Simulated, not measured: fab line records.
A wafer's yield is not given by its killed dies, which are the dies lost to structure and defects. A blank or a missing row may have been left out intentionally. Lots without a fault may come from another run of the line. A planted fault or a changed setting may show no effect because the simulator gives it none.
Struck lot and sound lot, side by side	flow nand harc	14 steps out of a route of 1302
Sound: the wafers L349.2, L349.3, L349.5. Wafers struck: L338.1, L338.3, L338.5. The cause is given at the end.
At each step with rows: each side's tool, then ch and its chambers, then its first start. Under that, the readings that differ: sound wafers	struck wafers	difference of the means	sigmas: that difference in standard deviations of wafers without a fault.
alike: readings with means less than 2 such deviations apart, plus words and numbers identical on both sides. not compared: withheld readings, readings lacking a value on some wafer, bounds such as >300 that could conceal the same value, and numbers that have no deviation in the record and whose values overlap.
A row with sigmas, a row that says differs or no value, or rows on one side alone: a step with any of these is where the two part. Non-overlapping numbers with no deviation appear without sigmas and do not part them. Lack of a reading on every wafer of one side parts them only where that side has two or more wafers.

NHARC_A_WL_FILL_STRIP_27: strips in N2/H2, time 20 s.
  sound on plasma asher-01 ch 0,1, day 25 22:46; struck on plasma asher-01 ch 0,1, day 21 12:26
  alike: drypump motor current A, heater power w
  not compared: rf hours counter h
then, 4 steps without rows for these wafers: NHARC_A_WL_FILL_STRIP_28 (strips in post etch residue remover, time 1200 s); NHARC_A_WL_FILL_PRECLEAN_06 (cleans in DIW, time 300 s); NHARC_A_WL_FILL_SRD_07; NHARC_A_WL_FILL_ANNEAL_08 (time 1800 s).
NHARC_A_WL_FILL_ALD_10: deposits SiO2, target thk 50 nm, pulse time 10 s, ald cycles 500.
  sound on ald hk-01 ch 0,2,3, day 26 04:53; struck on ald hk-02 ch 0,2, day 21 17:06
  alike: heater power w, precursor pulse height rel
NHARC_A_WL_FILL_ETCHBACK_16: etches the open film in C4F8/O2/Ar, target depth 120 nm, time 24 s.
  sound: rie diel-13 ch 1,2; struck: rie diel-13 ch 1,3
  alike: oes product au, rf vpp V
  not compared: rf hours counter h
NHARC_A_WL_FILL_STRIP_29: strips in O2, time 20 s.
  sound on rie diel-13 ch 0,2,3, day 26 08:37; struck on rie diel-13 ch 0,1,3, day 21 21:46
  alike: drypump motor current A, oes product au, rf vpp V, showerhead plenum p Torr, throttle valve pct
  not compared: rf hours counter h
NHARC_A_WL_FILL_ETCHBACK_17: etches the open film in Cl2/BCl3, target depth 4 nm, time 26.7 s.
  sound on rie metal-02 ch 1, day 26 08:42; struck on rie metal-01 ch 0,1, day 21 21:52
  alike: drypump motor current A, oes product au
  not compared: rf hours counter h
then, 2 steps without rows for these wafers: NHARC_A_WL_FILL_PRECLEAN_18 (cleans in dHF, time 30 s); NHARC_A_WL_FILL_SRD_21.
NHARC_A_WL_FILL_CVD_23: deposits poly-Si, target thk 40 nm, time 800 s.
  sound on lpcvd poly-02 ch 0, day 26 11:38; struck on lpcvd poly-02 ch 0, day 22 00:32
reading	sound	struck	difference	sigmas
run length s (s)	800.96 800.96 800.96	1538.2 1538.2 1538.2	+737.2	+99 or more
  alike: spike tc lower C, tube center temp C, zone power top pct
then, 2 steps without rows for these wafers: NHARC_A_WL_FILL_ETCHBACK_26 (etches the open film in HBr, target depth 52 nm, time 13.3 s); NHARC_END_SORT_01.

## WHERE THEY PART
Only at NHARC_A_WL_FILL_CVD_23, within this record.

WHY: what had been put in by the simulator
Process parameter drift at NHARC_A_WL_FILL_CVD_23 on lpcvd poly-02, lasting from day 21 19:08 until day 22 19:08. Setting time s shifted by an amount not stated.
